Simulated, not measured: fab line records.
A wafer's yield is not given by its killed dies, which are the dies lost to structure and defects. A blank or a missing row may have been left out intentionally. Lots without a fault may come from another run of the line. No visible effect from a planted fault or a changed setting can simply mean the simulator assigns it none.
Matching of chambers | flow nand_harc | NHARC_P_CONTACT_CMP_01 on cmp-02: 4 sister chambers
The step polishes SiO2, target thk 200 nm. 16 wafers are shown with their chamber, then 8 later ones without.

## WAFERS PAIRED WITH THEIR CHAMBERS
wafer  | chamber | motor_current_A (A)
L074.2 | 1       | 10.1
L074.3 | 0       | 11.5
L074.6 | 3       | 13.3
L079.1 | 1       | 10.1
L079.5 | 2       | 11.6
L079.6 | 3       | 12.6
L081.2 | 0       | 11.0
L081.3 | 3       | 13.2
L081.5 | 3       | 12.9
L084.3 | 2       | 12.0
L084.5 | 2       | 11.6
L084.6 | 1       | 9.7
L088.1 | 2       | 11.6
L088.2 | 1       | 10.4
L088.3 | 3       | 13.2
L090.3 | 3       | 12.9

SIGNATURES, as means of the wafers listed above
reading         | chamber 0 | chamber 1 | chamber 2 | chamber 3 | scatter within a chamber
motor_current_A | 11.250    | 10.075    | 11.700    | 13.017    | 0.265
Rule: for a wafer and a chamber, the distance is found by dividing, reading by reading, the gap between the wafer's reading and the chamber's mean by the reading's scatter, squaring, summing and taking the root. The wafer belongs to the nearest chamber; if the next one is less than 2 further off, it can't be placed. The scatter is the square root of a quotient: the sum, over the shown wafers, of each reading's squared deviation from its chamber's mean, divided by wafers minus chambers.

## WAFERS MISSING THEIR CHAMBER
wafer  | motor_current_A (A)
L090.4 | 12.2
L090.6 | 12.5
L091.2 | 11.6
L091.5 | 9.7
L091.6 | 12.3
L095.1 | 13.2
L095.2 | 10.3
L095.3 | 12.0

## WHICH CHAMBER EACH WENT THROUGH
wafer  | from the rows above          | in truth
L090.4 | can't be placed: 2 or 3 or 0 | 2
L090.6 | can't be placed: 3 or 2      | 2
L091.2 | can't be placed: 2 or 0      | 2
L091.5 | 1                            | 1
L091.6 | can't be placed: 2 or 3 or 0 | 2
L095.1 | 3                            | 3
L095.2 | 1                            | 1
L095.3 | can't be placed: 2 or 0      | 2
Correctly placed: 3 of 8. From these rows, 5 cannot be placed; in 5 the true chamber is one of the candidates. Number placed wrongly: 0.
